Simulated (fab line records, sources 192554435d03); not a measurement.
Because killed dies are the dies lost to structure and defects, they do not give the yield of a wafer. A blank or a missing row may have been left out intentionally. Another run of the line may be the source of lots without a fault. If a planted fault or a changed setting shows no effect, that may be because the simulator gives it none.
Chamber matching || flow n5-finfet || N5_BEOL_M14_ETCH_59 on rie-diel-01: 4 sister chambers
The step etches BARC in N2/H2, target depth 89 nm, overetch 26.7 nm, time 67.9 s. 8 wafers are shown with their chamber, then 11 later ones without.

## WAFERS WITH THEIR CHAMBER
{"wafer": "L080.3", "chamber": 1, "drypump-motor-current-A (A)": 6.1, "throttle-valve-pct (%)": 17.92}
{"wafer": "L081.2", "chamber": 1, "drypump-motor-current-A (A)": 6.2, "throttle-valve-pct (%)": 17.93}
{"wafer": "L084.4", "chamber": 2, "drypump-motor-current-A (A)": 4.8, "throttle-valve-pct (%)": 18.03}
{"wafer": "L084.5", "chamber": 2, "drypump-motor-current-A (A)": 4.8, "throttle-valve-pct (%)": 18.01}
{"wafer": "L090.2", "chamber": 0, "drypump-motor-current-A (A)": 5.6, "throttle-valve-pct (%)": 17.47}
{"wafer": "L090.3", "chamber": 3, "drypump-motor-current-A (A)": 5.2, "throttle-valve-pct (%)": 17.52}
{"wafer": "L090.4", "chamber": 0, "drypump-motor-current-A (A)": 5.6, "throttle-valve-pct (%)": 17.44}
{"wafer": "L089.1", "chamber": 3, "drypump-motor-current-A (A)": 5.3, "throttle-valve-pct (%)": 17.51}

## WAFERS WITH NO CHAMBER GIVEN
{"wafer": "L089.3", "drypump-motor-current-A (A)": 6.2, "throttle-valve-pct (%)": 18.00}
{"wafer": "L089.5", "drypump-motor-current-A (A)": 6.2, "throttle-valve-pct (%)": 17.98}
{"wafer": "L093.1", "drypump-motor-current-A (A)": 6.1, "throttle-valve-pct (%)": 17.97}
{"wafer": "L093.3", "drypump-motor-current-A (A)": 5.6, "throttle-valve-pct (%)": 17.45}
{"wafer": "L093.5", "drypump-motor-current-A (A)": 5.3, "throttle-valve-pct (%)": 17.50}
{"wafer": "L094.1", "drypump-motor-current-A (A)": 5.2, "throttle-valve-pct (%)": 17.52}
{"wafer": "L094.2", "drypump-motor-current-A (A)": 6.1, "throttle-valve-pct (%)": 17.98}
{"wafer": "L094.5", "drypump-motor-current-A (A)": 5.6, "throttle-valve-pct (%)": 17.45}
{"wafer": "L092.1", "drypump-motor-current-A (A)": 6.1, "throttle-valve-pct (%)": 17.99}
{"wafer": "L092.3", "drypump-motor-current-A (A)": 5.3, "throttle-valve-pct (%)": 17.51}
{"wafer": "L092.6", "drypump-motor-current-A (A)": 6.2, "throttle-valve-pct (%)": 18.00}

## WHICH CHAMBER EACH ONE RAN IN
{"wafer": "L089.3", "from the rows above": 1, "in truth": 1}
{"wafer": "L089.5", "from the rows above": 1, "in truth": 1}
{"wafer": "L093.1", "from the rows above": 1, "in truth": 1}
{"wafer": "L093.3", "from the rows above": 0, "in truth": 0}
{"wafer": "L093.5", "from the rows above": 3, "in truth": 3}
{"wafer": "L094.1", "from the rows above": 3, "in truth": 3}
{"wafer": "L094.2", "from the rows above": 1, "in truth": 1}
{"wafer": "L094.5", "from the rows above": 0, "in truth": 0}
{"wafer": "L092.1", "from the rows above": 1, "in truth": 1}
{"wafer": "L092.3", "from the rows above": 3, "in truth": 3}
{"wafer": "L092.6", "from the rows above": 1, "in truth": 1}
Placed correctly: 11 of 11. Can't be placed from these rows: 0. Wrongly placed: 0.
How it was worked out, from the rows above alone: a wafer's distance from a chamber is the root of the sum, over the readings, of the square of ((its reading less the chamber's mean) divided by the reading's scatter). If the next closest chamber is less than 2 further off than the closest, the wafer can't be placed; otherwise it belongs to the closest. A chamber's mean is the mean of its shown wafers. The scatter: the root of (the sum of the squares of (reading less its chamber's mean) over the shown wafers, divided by (wafers less chambers)).
